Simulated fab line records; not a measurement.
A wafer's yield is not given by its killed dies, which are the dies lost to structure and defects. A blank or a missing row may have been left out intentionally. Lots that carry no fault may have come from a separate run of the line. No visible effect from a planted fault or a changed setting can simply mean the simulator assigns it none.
Comparing a struck lot with a sound one -- flow n5_finfet -- 13 out of 1938 route steps
Sound: the wafers L152.3, L152.5, L152.6. Wafers struck: L143.1, L143.3, L143.5. Last of all comes the cause.
Each step with rows lists, per side, the tool, then ch with its chambers, then its first start. Under that, the readings that differ: sound wafers -- struck wafers -- difference of the means -- sigmas: that difference in standard deviations of wafers without a fault.
alike: readings whose means differ by less than 2 such deviations, and words and numbers that are the same on both sides. not compared: withheld readings, readings that some wafer has no value for, bounds like >300 that may hide the same value, and numbers for which the record gives no deviation and whose values overlap.
A row with sigmas, a row that says differs or no value, or rows on one side alone: a step with any of these is where the two part. Numbers that have no deviation but don't overlap get no sigmas and don't part them. A reading missing from all wafers of one side parts the sides only when that side holds two or more wafers.

first, 9 steps without rows for these wafers: N5_BEOL_M0_SAQP_EXPOSE_37 (exposes mask M0 CUT1, target cd 30 nm); N5_BEOL_M0_SAQP_PEB_38 (peb time 60 s); N5_BEOL_M0_SAQP_DEVELOP_39 (develop time 30 s); N5_BEOL_M0_SAQP_DESCUM_45 (chemistry O2, time 7 s); N5_BEOL_M0_SAQP_ETCH_88 (etches underlayer in N2/H2, target depth 6.5 nm, time 5.2 s); N5_BEOL_M0_SAQP_ETCH_73 (etches SiARC in CF4, target depth 19.5 nm, time 32.5 s); N5_BEOL_M0_SAQP_CUT_ETCH_46 (etches SOC in N2/H2, target depth 135 nm, overetch 27 nm, time 202.5 s); N5_BEOL_M0_SAQP_STRIP_74 (strips in N2/H2); N5_BEOL_M0_SAQP_STRIP_89 (strips in N2/H2).
N5_BEOL_M0_SAQP_ALD_48: deposits SiO2, target thk 20 nm, pulse time 1 s, co reactant pulse time 1 s.
  sound on ald_sin-03 ch 0,2,3, day 11 04:42; struck on ald_sin-04 ch 1,2, day 9 00:17
  no value came back on the struck wafers for any of 5 readings (ald_cycles, chamber_pressure_Torr (Torr) and others); on the sound wafers ald_cycles reads 139 139 139
then, 1 step without rows for these wafers: N5_BEOL_M0_SAQP_ETCH_49 (etches SiO2 in CF4/O2, target depth 37 nm).
N5_BEOL_M4_RC_MEAS_101:
  the record has rows for the sound wafers here (prober-02 ch 0, day 16 12:21) and none for the struck ones
-- record jumps: 9 days separate the struck wafers' starts on either side; left off in module BEOL_M4, taken up again in module PASSIVATION, whose first shown step is the route's number 1936 --
N5_PASSIVATION_PROBE_49:
  sound on prober-02 at day 21 01:19; struck on prober-01 at day 18 06:34
reading,sound,struck,difference,sigmas
defect_limited_yield (%),88.1 89.8 90.6,0 0 0,-90,-64
killed_at_M0_to_M3,34 29 34,1172 1165 1170,+1137,+99 or more
killed_at_M4_up,16 21 17,2 0 5,-16,-3
killed_at_front_end,81 55 45,5 9 4,-54,-4
killed_dies,140 120 111,1180 1180 1180,+1056,+62
killed_on_rim,22 13 17,152 152 152,+135,+35
killed_open,100 86 69,10 15 11,-73,-6
killed_short,37 30 40,6 7 4,-30,-4
sort_bin_5_function (%),7.1 6.2 5.5,74.6 72.3 71.9,+66.7,+70
sort_n_pass,1040 1060 1069,0 0 0,-1056,-62
sort_yield_pct (%),88.1 89.8 90.6,0 0 0,-90,-64
  alike: killed_at_contacts, killed_at_other, sort_bin_6_memory

## WHERE THEY PART
Earliest at N5_BEOL_M0_SAQP_ALD_48; latest, in this record, at N5_PASSIVATION_PROBE_49.

WHY: whatever the simulator had introduced
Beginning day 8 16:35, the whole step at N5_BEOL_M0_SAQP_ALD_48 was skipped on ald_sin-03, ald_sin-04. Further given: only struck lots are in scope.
